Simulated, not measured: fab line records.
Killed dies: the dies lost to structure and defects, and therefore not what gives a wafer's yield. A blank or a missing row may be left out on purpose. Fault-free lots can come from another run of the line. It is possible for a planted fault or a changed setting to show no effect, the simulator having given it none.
A struck lot beside a sound one ; flow nand-harc ; 14 steps out of a route of 1302
Sound: wafers L772.1, L772.5, L772.6. Struck: wafer L787.6. (L787.4, L787.5 of the same lot were not struck and are left out.) The cause comes at the end.
For every step that has rows: the tool of each side, followed by ch and its chambers, followed by its first start. Under that, the readings that differ: sound wafers ; struck wafers ; difference of the means ; sigmas: that difference in standard deviations of wafers without a fault.
alike: readings whose means differ by less than 2 such deviations, and words and numbers that are the same on both sides. not compared: withheld readings, readings that some wafer has no value for, bounds like >300 that may hide the same value, and numbers for which the record gives no deviation and whose values overlap.
Wherever a step has rows on one side only, a row that says differs or no value, or a row with sigmas, the two part there. Numbers that don't overlap but have no deviation are shown without sigmas and don't part them. Lack of a reading on every wafer of one side parts them only where that side has two or more wafers.

first, 1 step without rows for these wafers: NHARC_A_STAIRCASE_HARDBAKE_218 (time 140 s).
NHARC_A_STAIRCASE_DESCUM_219: chemistry O2, time 3 s.
  sound on rie-diel-03 ch 0,3, day 17 00:32; struck on rie-diel-09 ch 0, day 23 13:45
  alike: drypump-motor-current-A, oes-product-au, rf-vpp-V, showerhead-plenum-p-Torr, throttle-valve-pct
  not compared: rf-hours-counter-h
then, 1 step without rows for these wafers: NHARC_A_STAIRCASE_TRIM_220 (chemistry O2, time 211.2 s).
NHARC_A_STAIRCASE_ETCH_221: etches the open film in C4F8/O2, target depth 100 nm, time 40.5 s.
  sound: rie-diel-03 ch 0,2,3; struck: rie-diel-09 ch 0
  alike: oes-product-au, rf-vpp-V, run-length-s
  not compared: rf-hours-counter-h
then, 1 step without rows for these wafers: NHARC_A_STAIRCASE_TRIM_222 (chemistry O2, time 211.2 s).
NHARC_A_STAIRCASE_ETCH_223: etches the open film in C4F8/O2, target depth 100 nm, time 40.5 s.
  sound: rie-diel-03 ch 0,1; struck: rie-diel-09 ch 0
reading;sound;struck;difference;sigmas
run-length-s (s);62.1 62.4 62.2;61.3;-0.9;-2
  alike: oes-product-au, rf-vpp-V
  not compared: rf-hours-counter-h
NHARC_A_STAIRCASE_TRIM_224: chemistry O2, time 211.2 s.
  sound: rie-diel-03 ch 1,2; struck: rie-diel-09 ch 3
reading;sound;struck;difference;sigmas
oes-product-au (a.u.);0.990 0.990 0.995;1.012;+0.020;+2
  alike: drypump-motor-current-A, rf-vpp-V, showerhead-plenum-p-Torr, throttle-valve-pct
  not compared: rf-hours-counter-h
NHARC_A_STAIRCASE_ETCH_225: etches the open film in C4F8/O2, target depth 100 nm, time 40.5 s.
  sound: rie-diel-03 ch 0,1,2; struck: rie-diel-09 ch 2
  alike: oes-product-au, rf-vpp-V, run-length-s
  not compared: rf-hours-counter-h
then, 3 steps without rows for these wafers: NHARC_A_STAIRCASE_TRIM_226 (chemistry O2, time 211.2 s); NHARC_A_STAIRCASE_ETCH_227 (etches the open film in C4F8/O2, target depth 100 nm, time 40.5 s); NHARC_A_STAIRCASE_TRIM_229 (chemistry O2, time 211.2 s).
NHARC_A_STAIRCASE_ETCH_230: etches the open film in C4F8/O2, target depth 100 nm, time 40.5 s.
  sound on rie-diel-10 ch 2,3, day 17 01:50; struck on rie-diel-09 ch 2, day 23 15:13
reading;sound;struck;difference;sigmas
rf-vpp-V (V);904 902 895;891;-9;-2
run-length-s (s);62.2 62.1 61.5;63.9;+2.0;+4
  alike: oes-product-au
  not compared: rf-hours-counter-h
then, 1 step without rows for these wafers: NHARC_A_STAIRCASE_TRIM_231 (chemistry O2, time 211.2 s).
-- break in the record here, with 9 days between the starts of the struck wafers on either side (left off in module A_STAIRCASE, picked up again in module END, where the first step shown is number 1302 on the route) --
NHARC_END_SORT_01:
  sound on prober-01 ch 0, day 25 13:00; struck on prober-01 ch 0, day 32 21:50
  alike: killed-at-array, killed-at-other, killed-at-periphery, killed-dies, killed-open, killed-short

## WHERE THEY PART
First at NHARC_A_STAIRCASE_ETCH_223; last, within this record, at NHARC_A_STAIRCASE_ETCH_230. Later steps at which nothing parts them and some readings are alike: NHARC_END_SORT_01.

WHY: the cause the simulator had injected
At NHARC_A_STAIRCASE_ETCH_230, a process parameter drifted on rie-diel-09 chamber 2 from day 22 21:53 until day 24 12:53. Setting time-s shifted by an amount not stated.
